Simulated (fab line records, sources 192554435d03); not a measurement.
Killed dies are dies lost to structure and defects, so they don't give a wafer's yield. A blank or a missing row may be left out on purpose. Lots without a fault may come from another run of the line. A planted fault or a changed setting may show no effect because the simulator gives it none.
Split-lot experiment | flow n5_finfet | 7 lots, 39 wafers read, on a route of 1938 steps

THE SPLIT
At N5_HKMG_FIN_ETCH_35 (etches SOC in N2/H2, target depth 215.8 nm, time 243.4 s), the setting time_s was moved away from the recipe's 243.4 s on 15 of the 39 wafers read, by -10.5% to +19.5%. The other wafers ran this setting at the recipe's value.

The reading is taken at the split's own step.

THE READING
SOC_of_HKMG_FIN_COAT_29.thk_nm (the simulator's own value, which no gauge read), in nm, at N5_HKMG_FIN_ETCH_35 (etches SOC in N2/H2, target depth 215.8 nm, time 243.4 s). The file gives no usual value for it. The 24 wafers here that ran the recipe average 82.1 nm, standard deviation 3.1 nm.

wafer  | tool, chamber at the split | time_s as run, s | against the recipe | SOC_of_HKMG_FIN_COAT_29.thk_nm, nm | against lot-mates on the recipe
L074.1 | rie_diel-04, 1             | 217.9            | -10.5%             | 107.4                              | +22.0
L074.2 | rie_diel-04, 3             | 243.4            | recipe             | 83.4                               | -
L074.3 | rie_diel-04, 0             | 243.4            | recipe             | 87.8                               | -
L074.4 | rie_diel-04, 2             | 243.4            | recipe             | 85                                 | -
L074.5 | rie_diel-04, 1             | 217.9            | -10.5%             | 107.8                              | +22.4
L074.6 | rie_diel-04, 0             | 217.9            | -10.5%             | 108.6                              | +23.2
L081.1 | rie_diel-01, 1             | 243.4            | recipe             | 79.8                               | -
L081.2 | rie_diel-01, 3             | 289.7            | +19.0%             | 38                                 | -43.0
L081.3 | rie_diel-01, 2             | 289.7            | +19.0%             | 36.2                               | -44.8
L081.4 | rie_diel-01, 0             | 289.7            | +19.0%             | 44                                 | -37.0
L081.5 | rie_diel-01, 3             | 243.4            | recipe             | 83.4                               | -
L081.6 | rie_diel-01, 2             | 243.4            | recipe             | 79.8                               | -
L089.1 | rie_diel-01, 0             | 262.4            | +7.8%              | 66.4                               | -11.8
L089.2 | rie_diel-01, 2             | 243.4            | recipe             | 78.4                               | -
L089.3 | rie_diel-01, 3             | 243.4            | recipe             | 78.8                               | -
L089.4 | rie_diel-01, 1             | 262.4            | +7.8%              | 62.8                               | -15.4
L089.5 | rie_diel-01, 2             | 243.4            | recipe             | 77.4                               | -
L089.6 | rie_diel-01, 3             | 262.4            | +7.8%              | 63.2                               | -15.0
L090.2 | rie_diel-06, 1             | 243.4            | recipe             | 80.2                               | -
L090.4 | rie_diel-06, 3             | 243.4            | recipe             | 80.6                               | -
L090.6 | rie_diel-06, 0             | 243.4            | recipe             | 84                                 | -
L092.1 | rie_diel-01, 1             | 243.4            | recipe             | 79.2                               | -
L092.2 | rie_diel-01, 2             | 243.4            | recipe             | 79.2                               | -
L092.3 | rie_diel-01, 3             | 243.4            | recipe             | 83.2                               | -
L092.4 | rie_diel-01, 0             | 243.4            | recipe             | 85.4                               | -
L092.5 | rie_diel-01, 2             | 243.4            | recipe             | 76.8                               | -
L092.6 | rie_diel-01, 1             | 243.4            | recipe             | 82.2                               | -
L093.1 | rie_diel-04, 1             | 243.4            | recipe             | 84.6                               | -
L093.2 | rie_diel-04, 2             | 259.9            | +6.8%              | 70.8                               | -12.5
L093.3 | rie_diel-04, 0             | 259.9            | +6.8%              | 67.4                               | -15.9
L093.4 | rie_diel-04, 3             | 243.4            | recipe             | 85.2                               | -
L093.5 | rie_diel-04, 0             | 243.4            | recipe             | 80                                 | -
L093.6 | rie_diel-04, 3             | 259.9            | +6.8%              | 70.8                               | -12.5
L095.1 | rie_diel-06, 1             | 243.4            | recipe             | 83.2                               | -
L095.2 | rie_diel-06, 3             | 243.4            | recipe             | 87.6                               | -
L095.3 | rie_diel-06, 0             | 290.9            | +19.5%             | 45.6                               | -39.5
L095.4 | rie_diel-06, 2             | 290.9            | +19.5%             | 39.4                               | -45.7
L095.5 | rie_diel-06, 1             | 243.4            | recipe             | 84.6                               | -
L095.6 | rie_diel-06, 0             | 290.9            | +19.5%             | 46.4                               | -38.7

THE FIT
A straight line over all 39 wafers: SOC_of_HKMG_FIN_COAT_29.thk_nm changes by -2.16 nm for each +1% of time_s; r = -0.98; the points scatter about the line by 3.3 nm.
The same after taking each lot's own level away (the mean of its wafers on the recipe; 39 wafers): -2.13 nm for each +1%; r = -0.99; scatter 2.4 nm.
On that fit, the largest move of time_s shifts the reading by 42 nm.
The lots' own levels span 78.20 to 85.40 nm, that is 2.3 times the standard deviation above.
So the lot-to-lot level changes the slope little: the two slopes agree.
Check: with one of the wafers moved furthest among these (+19.5%) left out of the fit, the line predicts -41.7 nm for it against its lot-mates. It came out at -39.5 nm against them.

OTHER SPLITS ON THESE WAFERS
These wafers also went through other splits before the reading. Each is held against what the fit with the lots' levels taken away leaves over:
other split on the same wafers    | wafers away from the commonest value | r with SOC_of_HKMG_FIN_COAT_29.thk_nm (lot level and that fit taken away)
N5_FIN_SAQP_MANDREL_ETCH_22 icp_w | 15                                   | -0.09

THE WHOLE CHAIN: every reading that the file lists as answering this split, in the file's order
step                | what it does                                             | reading                                                                         | change (the file's fit)              | r (the file's)
N5_HKMG_FIN_ETCH_35 | etches SOC in N2/H2, target depth 215.8 nm, time 243.4 s | HKMG_FIN.feature_depth_nm (the simulator's own value, which no gauge read)      | +2.12 nm for each +1% of the setting | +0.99
N5_HKMG_FIN_ETCH_35 | etches SOC in N2/H2, target depth 215.8 nm, time 243.4 s | etch.depth_nm (the simulator's own value, which no gauge read)                  | +2.12 nm for each +1% of the setting | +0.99
N5_HKMG_FIN_ETCH_35 | etches SOC in N2/H2, target depth 215.8 nm, time 243.4 s | SOC_of_HKMG_FIN_COAT_29.thk_nm (the simulator's own value, which no gauge read) | -2.12 nm for each +1% of the setting | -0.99

THE FILE'S OWN FIT
SOC_of_HKMG_FIN_COAT_29.thk_nm changes by -2.12 nm for each +1% of time_s, r = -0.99.
